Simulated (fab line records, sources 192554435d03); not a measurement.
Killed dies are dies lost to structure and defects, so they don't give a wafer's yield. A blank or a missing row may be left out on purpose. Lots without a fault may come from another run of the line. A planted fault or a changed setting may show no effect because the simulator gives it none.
Split-lot experiment | flow n5_finfet | 7 lots, 39 wafers read, on a route of 1938 steps

THE SPLIT
At N5_SPACER0_ALD_07 (deposits SiNx, target thk 2 nm), the setting target_thk_a was moved away from the recipe's 20 angstrom on 18 of the 39 wafers read, by -49.6% to +34.5%. The other wafers ran this setting at the recipe's value.

The reading is taken at the split's own step.

THE READING
SiNx_of_SPACER0_ALD_07.thk_nm (the simulator's own value, which no gauge read), in nm, at N5_SPACER0_ALD_07 (deposits SiNx, target thk 2 nm). The file gives no usual value for it.

wafer  | tool, chamber at the split | target_thk_a as run, angstrom | against the recipe | SiNx_of_SPACER0_ALD_07.thk_nm, nm | against lot-mates on the recipe
L076.1 | ald_sin-02, 0,1,2          | 24.47                         | +22.4%             | 2.4                               | +0.4
L076.2 | ald_sin-02, 0,1,2          | 24.47                         | +22.4%             | 2.4                               | +0.4
L076.5 | ald_sin-02, 0,1,2          | 24.47                         | +22.4%             | 2.4                               | +0.4
L076.3 | ald_sin-02, 3,2,3          | 20                            | recipe             | 2                                 | -
L076.4 | ald_sin-02, 3,2,3          | 20                            | recipe             | 2                                 | -
L076.6 | ald_sin-02, 3,2,3          | 20                            | recipe             | 2                                 | -
L077.1 | ald_sin-03, 3,0,0          | 20                            | recipe             | 2                                 | -
L077.3 | ald_sin-03, 3,0,0          | 20                            | recipe             | 2                                 | -
L077.6 | ald_sin-03, 3,0,0          | 20                            | recipe             | 2                                 | -
L077.2 | ald_sin-03, 1,2,1          | 12.84                         | -35.8%             | 1.2                               | -0.8
L077.4 | ald_sin-03, 1,2,1          | 12.84                         | -35.8%             | 1.2                               | -0.8
L077.5 | ald_sin-03, 1,2,1          | 12.84                         | -35.8%             | 1.2                               | -0.8
L085.1 | ald_sin-02, 2,3,1          | 26.89                         | +34.5%             | 2.6                               | +0.6
L085.3 | ald_sin-02, 2,3,1          | 26.89                         | +34.5%             | 2.6                               | +0.6
L085.6 | ald_sin-02, 2,3,1          | 26.89                         | +34.5%             | 2.6                               | +0.6
L085.2 | ald_sin-02, 0,1,0          | 20                            | recipe             | 2                                 | -
L085.4 | ald_sin-02, 0,1,0          | 20                            | recipe             | 2                                 | -
L085.5 | ald_sin-02, 0,1,0          | 20                            | recipe             | 2                                 | -
L086.1 | ald_sin-01, 3,1,0          | 20                            | recipe             | 2                                 | -
L086.5 | ald_sin-01, 3,1,0          | 20                            | recipe             | 2                                 | -
L086.6 | ald_sin-01, 3,1,0          | 20                            | recipe             | 2                                 | -
L086.2 | ald_sin-01, 0,2,1          | 10.09                         | -49.6%             | 1                                 | -1.0
L086.3 | ald_sin-01, 0,2,1          | 10.09                         | -49.6%             | 1                                 | -1.0
L086.4 | ald_sin-01, 0,2,1          | 10.09                         | -49.6%             | 1                                 | -1.0
L090.1 | ald_sin-03, 0,1,2          | 20                            | recipe             | 2                                 | -
L090.2 | ald_sin-03, 0,1,2          | 20                            | recipe             | 2                                 | -
L090.6 | ald_sin-03, 0,1,2          | 20                            | recipe             | 2                                 | -
L090.3 | ald_sin-03, 3,2,1          | 15.54                         | -22.3%             | 1.6                               | -0.4
L090.4 | ald_sin-03, 3,2,1          | 15.54                         | -22.3%             | 1.6                               | -0.4
L090.5 | ald_sin-03, 3,2,1          | 15.54                         | -22.3%             | 1.6                               | -0.4
L091.2 | ald_sin-02, 2,0,2          | 20                            | recipe             | 2                                 | -
L091.4 | ald_sin-02, 2,0,2          | 20                            | recipe             | 2                                 | -
L091.5 | ald_sin-02, 2,0,2          | 20                            | recipe             | 2                                 | -
L093.1 | ald_sin-03, 3,2,3          | 20                            | recipe             | 2                                 | -
L093.2 | ald_sin-03, 3,2,3          | 20                            | recipe             | 2                                 | -
L093.6 | ald_sin-03, 3,2,3          | 20                            | recipe             | 2                                 | -
L093.3 | ald_sin-03, 0,2,0          | 13.7                          | -31.5%             | 1.4                               | -0.6
L093.4 | ald_sin-03, 0,2,0          | 13.7                          | -31.5%             | 1.4                               | -0.6
L093.5 | ald_sin-03, 0,2,0          | 13.7                          | -31.5%             | 1.4                               | -0.6
Where a row lists several chambers, the file gives one row for several wafers and doesn't say which wafer went through which chamber.

THE FIT
A straight line over all 39 wafers: SiNx_of_SPACER0_ALD_07.thk_nm changes by +0.0194 nm for each +1% of target_thk_a; r = +1.00; the points scatter about the line by 0.037 nm.
The same after taking each lot's own level away (the mean of its wafers on the recipe; 39 wafers): +0.0194 nm for each +1%; r = +1.00; scatter 0.037 nm.
On that fit, the largest move of target_thk_a shifts the reading by 0.96 nm.
The lots' own levels span 2.00 to 2.00 nm.
So the lot-to-lot level changes the slope little: the two slopes agree.
Check: with one of the wafers moved furthest among these (-49.6%) left out of the fit, the line predicts -0.975 nm for it against its lot-mates. It came out at -1 nm against them.

THE FILE'S OWN FIT
SiNx_of_SPACER0_ALD_07.thk_nm changes by +0.0196 nm for each +1% of target_thk_a, r = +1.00.
